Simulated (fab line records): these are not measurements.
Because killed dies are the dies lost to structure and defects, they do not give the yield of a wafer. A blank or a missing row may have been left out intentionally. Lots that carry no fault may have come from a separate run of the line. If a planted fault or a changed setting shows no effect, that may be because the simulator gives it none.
fab line records    flow n5_finfet
[record] lots = 5  wafers = 13  last_day = 16
route steps=1938 shown BEOL_M0_CUTY@707 BEOL_M0@715 PASSIVATION@1936
lots with no fault: from the same line, run without faults
start_h: start of the lot's first displayed wafer, in hours after the record's first day    wait_h: hours from the lot's prior step to this one    " the same as in the row above    L1.1+2: one row covering several wafers at once    - value missing, or start not given    * or withheld: withheld    < > ~ a bound
route shown NAME@n: a module of which the file shows steps, and the number in the route of the first    usual: mean/standard deviation taken from wafers without a fault    same: alike in all rows    chamber/n: place in a boat    sites: each site's reading    _std_site: the values' standard deviation    _edge_site: outer sites' mean less inner sites'    radius_mm: how far each site lies from the wafer's centre    mask NAME#n: copy n    behind: the tool/chamber that last shaped the wafer    hold: reason for holding the lot/hours on hold/outcome of the hold    device: transistor that didn't switch, given as n, p or np    end of line: at the end of the route, the tests of the same wafers    a step given without rows: its recipe and nothing more    killed: at the first sort, the dies lost to defects and structure; wafer yield is something else    map: a wafer's dies, x killed, . not, _ none there
set.NAME: the setting as run; set.NAME@STEP: as run at that earlier step    model.NAME: the simulator's own value behind a step, which no gauge read
lots at some steps of the route; a table a step, a row a wafer
services: the hour from which a tool's chamber was out of use, counted from the record's first day as start_h (under 0 if before that day), plus the number of hours and why
[[steps]]
[step N5_BEOL_M0_CUTY_DEVELOP_56]
[recipe] develop_time_s = 30  developer = TMAH  resist = CAR-ArF-block  rinse_liquid = diw  dry = air_spin  dev_temp_c = 23
[step N5_BEOL_M0_CUTY_CD_MEAS_57]
[recipe] target_cd_nm = 200  landing_energy_ev = 500  detector = se_inlens  polarity = line
[usual] cd_nm = 200.2/0.89
[same] landing_energy_ev = 500
lot.wafer  tool       chamber  start_h  wait_h  cd_nm
L156.2     cd_sem-03  0        128.15   -       199.5
L156.5     "          0        "        "       198.8
L158.3     cd_sem-02  0        139.34   -       199.0
L158.4     "          0        "        "       199.3
L158.6     "          0        "        "       198.6
L162.4     cd_sem-03  0        159.62   -       201.1
L162.6     "          0        "        "       200.5
L164.1     cd_sem-02  0        170.39   -       200.3
L164.3     "          0        "        "       200.6
L164.6     "          0        "        "       199.6
L170.1     cd_sem-02  0        210.78   -       198.6
L170.3     "          0        "        "       199.4
L170.4     "          0        "        "       199.2
[step N5_BEOL_M0_CUTY_OVL_MEAS_58]
[recipe] points_per_wafer = 44
[usual] M0_ABLK_OVL = 0.4/0.7
lot.wafer  tool        chamber  start_h  wait_h  M0_ABLK_OVL[nm]
L156.2     overlay-01  0        128.18   0.0     -0.6
L156.5     "           0        "        "       -0.3
L158.3     overlay-02  0        139.37   0.0     0.2
L158.4     "           0        "        "       -0.1
L158.6     "           0        "        "       0.6
L162.4     overlay-01  0        159.65   0.0     0.9
L162.6     "           0        "        "       0.1
L164.1     overlay-02  0        170.42   0.0     1.1
L164.3     "           0        "        "       0.1
L164.6     "           0        "        "       0.5
L170.1     overlay-01  0        210.81   0.0     -0.1
L170.3     "           0        "        "       0.8
L170.4     "           0        "        "       0.4
[step N5_BEOL_M0_CUTY_INSPECT_59]
[recipe] mode = adi  inspect_instrument = macro
[usual] raw_defect_count = 2.0/1.5
lot.wafer  tool               chamber  start_h  wait_h  raw_defect_count
L156.2     defect_inspect-02  -        128.20   0.0     0
L156.5     "                  -        "        "       2
L158.3     defect_inspect-02  -        139.39   0.0     0
L158.4     "                  -        "        "       5
L158.6     "                  -        "        "       2
L162.4     defect_inspect-02  -        159.67   0.0     2
L162.6     "                  -        "        "       2
L164.1     defect_inspect-02  -        170.45   0.0     3
L164.3     "                  -        "        "       1
L164.6     "                  -        "        "       1
L170.1     defect_inspect-01  -        210.84   0.0     2
L170.3     "                  -        "        "       2
L170.4     "                  -        "        "       2
[step N5_BEOL_M0_CUTY_DESCUM_61]
[recipe] chemistry = O2  time_s = 7.9  source_power_w = 50  bias_power_w = 20  pressure_mtorr = 20  rf_frequency_hz = 2.712e+07  temp_c = 40  resist = CAR-ArF-block  o2_flow_sccm = 225
[step N5_BEOL_M0_CUTY_ETCH_62]
[recipe] chemistry = CF4  target = SiARC  mask_material = CAR-ArF-block  time_s = 58.5  ion_energy_ev = 80  pressure_mtorr = 40  source_w = 545  bias_w = 36  Ar_flow_sccm = 100  cf4_flow_sccm = 100  ends = cleared
[step N5_BEOL_M0_CUTY_ETCH_63]
[recipe] chemistry = N2/H2  target = SOC  target_depth_a = 827  overetch_a = 165  mask_material = SiARC  temp_c = 40  ion_energy_ev = 200  time_s = 124  pressure_mtorr = 30  source_w = 840  bias_w = 150  n2_flow_sccm = 200  h2_flow_sccm = 200
[usual] bias_w = 150.0/0.42  drypump_motor_current_A = 5.7/0.39  oes_product_au = 0.68/0.054  rf_vpp_V = 525.5/2.4  showerhead_plenum_p_Torr = 2.60/0.085  throttle_valve_pct = 17.75/0.27
[same] time_s = 124
lot.wafer  tool         chamber  start_h  wait_h  bias_w  drypump_motor_current_A  oes_product_au  rf_hours_counter_h  rf_vpp_V  showerhead_plenum_p_Torr  throttle_valve_pct
L156.2     rie_diel-03  1        128.31   0.0     150.6   5.7                      0.78            2                   528.5     2.70                      17.44
L156.5     "            0        "        "       150.4   6.1                      0.69            -                   523.7     2.57                      18.15
L158.3     rie_diel-02  2        139.51   0.0     150.0   5.6                      0.57            233                 523.8     2.49                      17.93
L158.4     "            3        "        "       150.4   5.0                      0.68            71                  525.2     2.58                      17.50
L158.6     "            2        "        "       149.3   5.6                      0.56            -                   522.3     2.49                      17.94
L162.4     rie_diel-03  2        159.78   0.0     150.4   5.5                      0.74            31                  529.5     2.72                      18.11
L162.6     "            3        "        "       150.1   5.6                      0.70            -                   524.6     2.59                      17.70
L164.1     rie_diel-02  0        170.56   0.0     150.4   6.5                      0.76            21                  522.5     2.49                      18.03
L164.3     "            1        "        "       150.3   5.7                      0.55            254                 525.3     2.60                      17.82
L164.6     "            2        "        "       150.4   5.6                      0.56            -                   522.5     2.49                      17.96
L170.1     rie_diel-06  3        210.95   0.0     149.5   5.8                      0.67            84                  527.2     2.67                      17.57
L170.3     "            2        "        "       149.9   5.1                      0.68            44                  524.2     2.59                      17.51
L170.4     "            0        "        "       150.4   6.1                      0.67            66                  526.7     2.70                      17.48
[step N5_BEOL_M0_CUTY_STRIP_64]
[recipe] chemistry = N2/H2  temp_c = 40  n2_flow_sccm = 200  h2_flow_sccm = 200  rf_frequency_hz = 6e+07
[step N5_BEOL_M0_ETCH_138]
[recipe] chemistry = CH3F/O2  target_depth_a = 120  target = SiCN  time_s = 31.6  ion_energy_ev = 120  pressure_mtorr = 30  source_w = 395  bias_w = 75  Ar_flow_sccm = 150  CH3F_flow_sccm = 30  O2_flow_sccm = 20  ends = cleared
[step N5_BEOL_M0_HM_OPEN_105]
[recipe] chemistry = Cl2/BCl3  target_depth_a = 120  target = TiN  ion_energy_ev = 150  pressure_mtorr = 10  icp_w = 1000  bias_w = 126  Cl2_flow_sccm = 53.25  bcl3_flow_sccm = 21.75  Ar_flow_sccm = 25
[step N5_BEOL_M0_STRIP_140]
[recipe] chemistry = CF4  resist = SiARC  power_w = 300  bias_power_w = 75  pressure_mtorr = 50  cf4_flow_sccm = 150  rf_frequency_hz = 6e+07
[step N5_BEOL_M0_STRIP_104]
[recipe] chemistry = N2/H2  power_w = 450  temp_c = 40  pressure_mtorr = 20  rf_frequency_hz = 6e+07  overash_fraction = 0.3  bias_power_w = 7  h2_frac = 0.5  n2_flow_sccm = 200  h2_flow_sccm = 200
[step N5_BEOL_M0_WET_ETCH_106]
[recipe] chemistry = DHF  dilution = 10:1  temp_c = 25  target = SiO2  target_depth_a = 1300  dry = ipa_marangoni  rinse_time_s = 30  rinse_temp_c = 23
lot.wafer   tool          chamber  start_h  wait_h
L156.2+5    wet_bench-03  6,1      130.91   -
L158.3+4+6  wet_bench-01  3,5,0    143.02   -
L162.4+6    wet_bench-01  1,6      160.54   -
L164.1+3+6  wet_bench-01  3,7,6    174.85   -
L170.1+3+4  wet_bench-03  2,5,3    214.04   -
[step N5_BEOL_M0_ETCH_128]
[recipe] chemistry = CF4/N2  target_depth_a = 120  overetch_a = 51  target = SiCN  time_s = 21.4  ion_energy_ev = 150  pressure_mtorr = 40  source_w = 430  bias_w = 70  Ar_flow_sccm = 100  cf4_flow_sccm = 60  n2_flow_sccm = 60
[step N5_BEOL_M0_TRENCH_ETCH_107]
[recipe] chemistry = C4F6/O2  target_depth_a = 328  target = SiOC  time_s = 16.4  ion_energy_ev = 250  pressure_mtorr = 30  source_w = 355  bias_w = 185  Ar_flow_sccm = 300  C4F6_flow_sccm = 10  O2_flow_sccm = 10
[usual] C4F6_flow_sccm = 10.00/0.034  bias_w = 185.0/0.54  drypump_motor_current_A = 5.7/0.44  oes_product_au = 0.85/0.065  rf_vpp_V = 667/15  showerhead_plenum_p_Torr = 2.90/0.084  throttle_valve_pct = 20.72/0.28
[same] time_s = 16.4
lot.wafer  tool         chamber  start_h  wait_h  C4F6_flow_sccm  bias_w  drypump_motor_current_A  oes_product_au  rf_hours_counter_h  rf_vpp_V  showerhead_plenum_p_Torr  throttle_valve_pct
L156.2     rie_diel-06  2        131.14   0.0     10.02           184.9   5.1                      0.91            16                  665       2.91                      20.43
L156.5     "            2        "        "       9.97            184.7   5.1                      0.91            -                   665       2.91                      20.42
L158.3     rie_diel-02  1        143.12   0.0     9.97            185.1   5.7                      0.69            244                 679       2.92                      20.84
L158.4     "            2        "        "       9.96            184.5   5.6                      0.69            234                 671       2.81                      20.96
L158.6     "            2        "        "       9.95            184.8   5.6                      0.69            -                   670       2.81                      20.94
L162.4     rie_diel-06  0        160.70   0.0     10.01           185.2   6.1                      0.85            47                  683       2.99                      20.31
L162.6     "            3        "        "       10.02           184.3   5.7                      0.87            -                   667       3.00                      20.66
L164.1     rie_diel-02  2        175.33   0.0     9.95            185.2   5.6                      0.68            245                 669       2.80                      20.99
L164.3     "            0        "        "       10.00           185.1   6.4                      0.93            23                  660       2.81                      21.13
L164.6     "            0        "        "       9.98            186.5   6.4                      0.94            -                   661       2.81                      21.16
L170.1     rie_diel-02  2        214.16   0.0     10.01           184.3   5.6                      0.67            259                 668       2.80                      21.01
L170.3     "            3        "        "       10.00           184.9   4.9                      0.80            101                 659       2.88                      20.57
L170.4     "            3        "        "       10.03           183.8   4.9                      0.81            -                   658       2.88                      20.57
[step N5_BEOL_M0_STRIP_142]
[recipe] chemistry = N2/H2  time_s = 10  power_w = 450  temp_c = 40  pressure_mtorr = 20  rf_frequency_hz = 6e+07  bias_power_w = 7  n2_flow_sccm = 200  h2_flow_sccm = 200
[step N5_BEOL_M0_OCD_MEAS_108]
[usual] trench_depth_nm = 33.2/0.68
lot.wafer  tool    chamber  start_h  wait_h  trench_depth_nm
L156.2     ocd-01  -        131.24   0.1     33.8
L156.5     "       -        "        "       33.5
L158.3     ocd-01  -        143.23   0.1     32.7
L158.4     "       -        "        "       32.3
L158.6     "       -        "        "       32.8
L162.4     ocd-02  -        160.80   0.1     32.6
L162.6     "       -        "        "       34.3
L164.1     ocd-02  -        175.44   0.1     32.2
L164.3     "       -        "        "       32.7
L164.6     "       -        "        "       33.5
L170.1     ocd-02  -        214.26   0.1     32.1
L170.3     "       -        "        "       32.9
L170.4     "       -        "        "       33.1
[step N5_BEOL_M0_HM_STRIP_129]
[recipe] chemistry = peroxide_tin_strip  material = TiN  target_depth_a = 170  temp_c = 50  time_s = 108
[step N5_BEOL_M0_SRD_130]
[recipe] time_s = 30  temp_c = 23  rinse_liquid = diw  dry = ipa_marangoni
[step N5_BEOL_M0_ETCH_109]
[recipe] chemistry = CH3F/O2  target_depth_a = 80  overetch_a = 24  target = SiCN  time_s = 27.4  ion_energy_ev = 120  pressure_mtorr = 30  source_w = 395  bias_w = 75  Ar_flow_sccm = 150  CH3F_flow_sccm = 30  O2_flow_sccm = 20
[step N5_BEOL_M0_STRIP_139]
[recipe] chemistry = post_etch_residue_remover  time_s = 60  temp_c = 25  remover_ph = withheld  remover_water_wt_pct = withheld  remover_fluoride_wt_pct = withheld
[step N5_BEOL_M0_SRD_111]
[recipe] time_s = 30  temp_c = 23  rinse_liquid = diw  dry = ipa_marangoni
[step N5_BEOL_M0_DEGAS_112]
[recipe] ambient = vacuum  temp_c = 250  time_s = 60
[step N5_BEOL_M0_PRE_CLEAN_113]
[recipe] gas = H2/He  time_s = 30  temp_c = 250
[step N5_BEOL_M0_ALD_136]
[recipe] material = TaN  target_thk_a = *  temp_c = 275  ald_precursor_family = PDMAT  ald_co_reactant = NH3  pressure_torr = 3  carrier_flow_sccm = 1500  pulse_time_s = 2  purge_time_s = 3  co_reactant_purge_time_s = 2  co_reactant_pulse_time_s = 3  ald_cycles = 30  precursor_vessel_temp_c = 75  precursor_vessel_pressure_torr = 26.25  precursor_vessel_carrier_sccm = 1000
[step N5_BEOL_M0_SURFACE_TREAT_137]
[recipe] gas = Ar  time_s = *  ion_energy_ev = *  ion_current_ma_cm2 = 0.5  pressure_mtorr = *  ar_flow_sccm = 30
[step N5_BEOL_M0_CVD_115]
[recipe] material = Co  target_thk_a = *  temp_c = withheld  precursor = CCTBA/H2  pressure_torr = 30  time_s = 120
[step N5_BEOL_M0_SPUTTER_116]
[recipe] material = Cu  target_thk_a = 40  temp_c = -20  chamber_pressure_pa = 0.07  power_w = withheld  time_s = 7.37
[step N5_BEOL_M0_ANNEAL_117]
[recipe] temp_c = 400  time_s = 60  ambient = vacuum
[step N5_BEOL_M0_SPUTTER_132]
[recipe] material = Cu  target_thk_a = 40  temp_c = -20  chamber_pressure_pa = 0.07  power_w = withheld  time_s = 7.37
[step N5_BEOL_M0_ANNEAL_133]
[recipe] temp_c = 400  time_s = 60  ambient = vacuum
[step N5_BEOL_M0_SPUTTER_134]
[recipe] material = Cu  target_thk_a = 40  temp_c = -20  chamber_pressure_pa = 0.07  power_w = withheld  time_s = 7.37
[step N5_BEOL_M0_ANNEAL_135]
[recipe] temp_c = 400  time_s = 60  ambient = vacuum
[step N5_BEOL_M0_SPUTTER_141]
[recipe] material = Cu  target_thk_a = 40  temp_c = -20  chamber_pressure_pa = 0.07  power_w = withheld  time_s = 7.37
[usual] susceptor_temp_C = -20.01/0.11  throttle_valve_pct = 30.2/0.91
[same] time_s = 7.37
lot.wafer  tool            chamber  start_h  wait_h  susceptor_temp_C  throttle_valve_pct
L156.2     pvd_sputter-01  -        135.00   0.0     -20.01            29.5
L156.5     "               -        "        "       -19.94            30.9
L158.3     pvd_sputter-03  -        144.80   0.0     -20.07            29.3
L158.4     "               -        "        "       -20.04            30.3
L158.6     "               -        "        "       -19.92            30.0
L162.4     pvd_sputter-03  -        163.99   0.0     -19.96            30.1
L162.6     "               -        "        "       -20.08            29.3
L164.1     pvd_sputter-01  -        176.59   0.0     -19.85            31.0
L164.3     "               -        "        "       -20.09            30.6
L164.6     "               -        "        "       -20.15            31.8
L170.1     pvd_sputter-01  -        215.83   0.0     -20.01            30.6
L170.3     "               -        "        "       -19.74            30.8
L170.4     "               -        "        "       -19.92            29.5
[step N5_BEOL_M0_ECD_118]
[recipe] material = Cu  target_thk_a = 3000
[step N5_BEOL_M0_ANNEAL_119]
[recipe] temp_c = 225  time_s = 90  ambient = N2
[step N5_BEOL_M0_CMP_120]
[recipe] stop_on = SiOC  t_overpolish_s = 6.9  down_force_psi = 1  platen_rpm = 50  clearing_platen_down_force_psi = 1.5  clearing_platen_rpm = 50  post_cmp_clean = cu_alkaline  clearing_platen_pad_velocity_m_s = 0.99484  pad_velocity_m_s = 0.99484
[usual] barrier_field_endpoint_s = 3.70/0.14  motor_current_A = 6.5/0.74  overpolish_run_s = 6.900/0.0094  slurry_filter_dp_kPa = 13.52/0.12  slurry_flow_ml_min = 150.0/0.42  time_to_endpoint_s = 65/3.3
lot.wafer  tool    chamber  start_h  wait_h  barrier_field_endpoint_s  motor_current_A  overpolish_run_s  slurry_filter_dp_kPa  slurry_flow_ml_min  time_to_endpoint_s
L156.2     cmp-04  3        135.57   0.3     3.72                      7.3              6.900             13.40                 149.9               65
L156.5     "       2        "        "       3.59                      6.4              6.898             13.40                 149.4               69
L158.3     cmp-02  2        145.85   0.2     3.71                      6.6              6.920             13.64                 151.7               66
L158.4     "       3        "        "       3.61                      5.4              6.883             13.42                 149.8               63
L158.6     "       2        "        "       3.62                      6.7              6.919             13.49                 149.9               65
L162.4     cmp-02  0        164.52   0.2     3.71                      5.5              6.906             13.38                 149.4               62
L162.6     "       2        "        "       3.71                      6.6              6.890             13.33                 150.1               63
L164.3     cmp-04  1        177.19   0.2     3.74                      6.1              6.902             13.68                 150.4               66
L164.1     "       3        "        "       3.55                      7.5              6.906             13.75                 150.6               63
L164.6     "       2        "        "       3.74                      6.5              6.904             13.51                 151.1               71
L170.4     cmp-04  2        216.32   0.1     3.55                      6.3              6.896             13.44                 150.2               65
L170.3     "       3        "        "       3.61                      7.7              6.881             13.65                 150.6               62
L170.1     "       0        "        "       3.65                      7.0              6.910             13.47                 149.3               66
[step N5_BEOL_M0_PRE_CLEAN_131]
[recipe] gas = NH3/H2  time_s = 15  temp_c = *  rf_power_w = 300
[usual] heater_power_w = 78/20  susceptor_temp_C = *
[same] time_s = 15
lot.wafer  tool       chamber  start_h  wait_h  heater_power_w  susceptor_temp_C
L156.2     cvd_co-01  0        135.83   0.0     92              *
L156.5     "          0        "        "       96              *
L158.3     cvd_co-01  2        146.14   0.0     56              *
L158.4     "          1        "        "       55              *
L158.6     "          2        "        "       57              *
L162.4     cvd_co-01  1        164.89   0.1     55              *
L162.6     "          2        "        "       57              *
L164.1     cvd_co-02  0        177.52   0.0     103             *
L164.3     "          1        "        "       80              *
L164.6     "          0        "        "       104             *
L170.1     cvd_co-02  2        216.66   0.0     99              *
L170.3     "          0        "        "       106             *
L170.4     "          1        "        "       79              *
[step N5_BEOL_M0_CO_CAP_123]
[recipe] material = Co  target_thk_a = 20  temp_c = 200  precursor = CCTBA/H2  pressure_torr = 30  time_s = 102.1
[step N5_BEOL_M0_PRE_CLEAN_124]
[recipe] gas = NH3  time_s = 15  temp_c = withheld  rf_power_w = 300
[step N5_BEOL_M0_DEP_125]
[recipe] material = SiCN  target_thk_a = 80  temp_c = withheld  precursor = 3MS/NH3  pressure_torr = 3  rf_w = 202  time_s = 14
[step N5_PASSIVATION_PROBE_49]
[usual] defect_limited_yield = 91.2/1.5  killed_at_M0_to_M3 = 36/10  killed_at_M4_up = 13/6  killed_at_contacts = 11/5.2  killed_at_front_end = 40/11  killed_at_other = 3.1/2.9  killed_dies = 104/17  killed_open = 66/12  killed_short = 34/7.7  sort_bin_5_function = 5.1/0.91  sort_bin_6_memory = 3.2/0.67  sort_bin_8_speed = 0.00/0.0074  sort_n_pass = 1076/17  sort_yield_pct = 91.2/1.5
[same] gross_dies = 1180  killed_at_back_side = 0  sort_bin_4_leakage[%] = 0
lot.wafer  tool       chamber  start_h  wait_h  defect_limited_yield[%]  killed_at_M0_to_M3  killed_at_M4_up  killed_at_contacts  killed_at_front_end  killed_at_other  killed_dies  killed_open  killed_short  sort_bin_5_function[%]  sort_bin_6_memory[%]  sort_bin_8_speed[%]  sort_n_pass  sort_yield_pct[%]
L156.2     prober-01  -        282.15   0.1     90.8                     27                  12               22                  41                   7                109          79           29            5.6                     3.3                   0                    1071         90.8
L156.5     prober-01  -        282.30   0.2     91.9                     17                  13               13                  49                   3                95           72           21            5.4                     2.4                   0                    1085         91.9
L158.3     prober-01  -        301.11   0.4     90.7                     36                  23               19                  28                   4                110          73           31            5.2                     3.6                   0                    1070         90.7
L158.4     prober-01  -        301.16   0.4     91.4                     45                  17               12                  22                   6                102          68           32            5.3                     2.9                   0                    1078         91.4
L158.6     prober-01  -        301.26   0.5     90.3                     33                  29               11                  28                   14               115          75           37            5.1                     4.2                   0                    1065         90.3
L164.1     prober-02  -        339.95   0.0     92.5                     34                  8                12                  33                   1                88           55           29            4.7                     2.5                   0                    1092         92.5
L164.3     prober-02  -        340.05   0.1     91.4                     33                  13               13                  41                   2                102          61           37            4.9                     3.2                   0                    1078         91.4
L164.6     prober-02  -        340.20   0.3     92.6                     25                  19               11                  27                   5                87           54           29            4.0                     2.9                   0                    1093         92.6
L170.3     prober-01  -        380.25   0.1     80.6                     159                 8                13                  48                   1                229          73           32            12.8                    4.7                   0                    951          80.6
// killed by level:class
L156.2 FIN_SAQP:geometric_particle:open=19 MOL_CONTACT_COAG:geometric_particle:open=18 BEOL_M3:geometric_particle:open=8 BEOL_M4:geometric_particle:open=5 MOL_CONTACT_COAG:geometric_particle:short=4 BEOL_M0_SAQP:geometric_particle:open=4 BEOL_M2:geometric_particle:open=4 STARTING-WAFER:geometric_particle:short=4
L156.5 FIN_SAQP:geometric_particle:open=21 MOL_CONTACT_COAG:geometric_particle:open=12 BEOL_M4:geometric_particle:open=8 FIN_SAQP:geometric_particle:short=6 BEOL_M0_SAQP:geometric_particle:short=5 STI_FIN_REVEAL:geometric_particle:open=4 ILD0:geometric_particle:open=4 BEOL_M3:geometric_particle:open=4
L158.3 MOL_CONTACT_COAG:geometric_particle:open=16 BEOL_M4:geometric_particle:open=10 BEOL_M2:geometric_particle:open=8 BEOL_M1:geometric_particle:open=5 GATE_CUT:geometric_particle:short=4 BEOL_M0_SAQP:geometric_particle:open=4 BEOL_M0:geometric_particle:open=4 BEOL_M2:geometric_particle:short=4
L158.4 BEOL_M1:geometric_particle:open=11 MOL_CONTACT_COAG:geometric_particle:open=10 BEOL_M0_SAQP:geometric_particle:open=10 BEOL_M0_SAQP:geometric_particle:short=8 BEOL_M4:geometric_particle:open=7 STI_FIN_REVEAL:geometric_particle:open=5 BEOL_M3:geometric_particle:open=5 FIN_SAQP:geometric_particle:short=4
L158.6 BEOL_M4:geometric_particle:open=13 MOL_CONTACT_COAG:geometric_particle:open=10 STI_FIN_REVEAL:geometric_particle:open=7 GATE_CUT:geometric_particle:short=7 BEOL_M1:geometric_particle:open=7 BEOL_M2:geometric_particle:open=6 PASS1_CAP:geometric_particle:open=5 BEOL_M0:geometric_particle:open=5
L164.1 BEOL_M2:geometric_particle:open=12 DUMMY_GATE:geometric_particle:open=8 MOL_CONTACT_COAG:geometric_particle:open=8 STI_FIN_REVEAL:geometric_particle:open=7 BEOL_M0_SAQP:geometric_particle:short=5 BEOL_M2:geometric_particle:short=4 MOL_CONTACT_COAG:geometric_particle:short=4 BEOL_M0_SAQP:geometric_particle:open=4
L164.3 DUMMY_GATE:geometric_particle:open=11 MOL_CONTACT_COAG:geometric_particle:open=10 BEOL_M0_SAQP:geometric_particle:short=7 FIN_SAQP:geometric_particle:open=6 BEOL_M0:geometric_particle:open=6 BEOL_M3:geometric_particle:open=5 DUMMY_GATE:geometric_particle:short=4 GATE_CUT:geometric_particle:open=4
L164.6 MOL_CONTACT_COAG:geometric_particle:open=9 STI_FIN_REVEAL:geometric_particle:open=7 BEOL_M0_SAQP:geometric_particle:short=6 BEOL_M5:geometric_particle:open=5 STARTING-WAFER:geometric_particle:open=5 DUMMY_GATE:geometric_particle:open=4 BEOL_M0_SAQP:geometric_particle:open=4 BEOL_M1:geometric_particle:open=4
L170.3 BEOL_M0:unspecified=122 STI_FIN_REVEAL:geometric_particle:open=12 MOL_CONTACT_COAG:geometric_particle:open=10 BEOL_M0_SAQP:geometric_particle:short=10 FIN_SAQP:geometric_particle:open=7 BEOL_M0_SAQP:geometric_particle:open=6 DUMMY_GATE:geometric_particle:open=5 BEOL_M1:geometric_particle:open=5
// map L170.3 (x killed, . not)
_________________......x...x.________________
______________.................._____________
___________x.......................__________
__________.......x......x..........._________
________......x....................x.._______
_______...x......................x.....______
______....x.....................x......._____
_____.....x....xx...................xx..x____
____.................x....................___
___x.............x........x........x.......__
___........xx....x....x...x............xx..__
__.........x.......x........................_
__..x....xx...........x.x..xx....x.........._
_........x........x.x....xxxxxx....x.........
_.x...............xx.xxxxxxxxx.x.x......xx...
_.....xx..........x..xxxxxxxxxxx.xxx..x......
_......x..xx.......x.xxxxxxxxxxxxxx.xxx......
_..........x........x.xxxxxxxxxxxx....x..x.x.
_........x............xxxxxxxxxxx.x.x........
_.................xx.xxxxxxxxxxxx...x..x....x
_......x.x.........x..xxxxxxxxxxx.x..........
__........x..........x..xxxxxxxxxx.........._
__......xx............x.xxxxxxxxx....xx....._
___x........x...x.......xx.x....x....x..x..__
___.......x......x..x...x.x.............x..__
____......x.....x..............x..........___
_____.............x......x....x.......x..____
______.....x..................x........._____
_______.........................x......______
________.......x.....x.......x........_______
__________..x...x......x............_________
___________..........x.............__________
______________x..x.....x...x...._____________
_________________............________________
// map L156.2 (x killed, . not)
_________________....x.......________________
______________...............x.._____________
___________.......x......xx.......x__________
__________..xx.........xxx....x...x._________
________.x...x..........x...x.x..x...._______
_______...........xx...................______
______..........x......................._____
_____.............x........x..........x..____
____..............x........x..............___
___.........x........x..........x..........__
___................x..xx......x......x..x.x__
__x..x.x.x....................x............._
__........x..................x...........x.._
_xx................x..x.....................x
_...............x..x......x...........x......
_..........x...................x............x
_x.........x....x....x..................x..x.
_..............x....x.....x.......x..........
_...............x............................
_........x..........x........................
_.................x..x.....x.......x......x..
__...x...x.x.x...x.....x..............x....._
__.............................x.......xx..._
___.....xx......................x.......x..__
___..............x..............x.x..x.....__
____..........x..........x................___
_____.........................x........x.____
______...........................x......_____
_______...................x.......x....______
________..........x...............x..._______
__________....xx........x..........._________
___________x......x........x.......__________
______________......x..........._____________
_________________............________________
[[services]]
tool            chamber  start_h  hours  kind
pvd_sputter-01  -        107.88   1.9    repair
cvd_co-01       0        108.77   8.2    repair
cvd_co-02       -        112.32   0.3    repair
cvd_co-01       1        112.68   5.7    repair
cmp-04          -        113.36   4.7    pm
pvd_sputter-03  -        117.71   8.4    repair
cvd_co-01       1        118.40   -      clean
cvd_co-01       1        118.40   22.0   scheduled_down
cvd_co-01       0        163.50   9.1    repair
pvd_sputter-03  -        169.46   17.4   repair
wet_bench-01    -        176.16   1.9    pm
rie_diel-02     2        177.14   9.3    repair
rie_diel-02     1        178.63   14.1   repair
cmp-02          -        182.60   0.2    repair
rie_diel-03     1        186.86   6.5    repair
rie_diel-02     1        193.11   -      clean
rie_diel-02     1        193.11   -      consumable_replace:focus_ring
rie_diel-02     1        193.11   25.0   scheduled_down
rie_diel-02     1        193.11   25.0   vent_cycle
cmp-02          -        200.56   2.4    repair
wet_bench-03    -        201.45   6.5    repair
rie_diel-03     1        202.38   5.7    repair
rie_diel-03     -        207.12   0.4    repair
cmp-02          -        215.42   4.0    pm
[[key]]
[first_sign] step = N5_PASSIVATION_PROBE_49  reading = killed_at_M0_to_M3  direction = up  sigmas = 12  usual = 36  struck = 159
[effect] step = N5_PASSIVATION_PROBE_49  reading = defect_limited_yield  direction = down  sigmas = 7.3  usual = 91.2  struck = 80.6
[more_kills_born_at] N5_BEOL_M0_WET_ETCH_106@wet_bench-03 = 122
met_at N5_BEOL_M0_WET_ETCH_106
struck_wafers L170.3
[fault] kind = chamber_particle_source  tool = wet_bench-03  chamber = 5  onset_h = 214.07  steps = N5_BEOL_M0_WET_ETCH_106  rate_per_visit_cm2 = 0.77009  end_h = 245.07
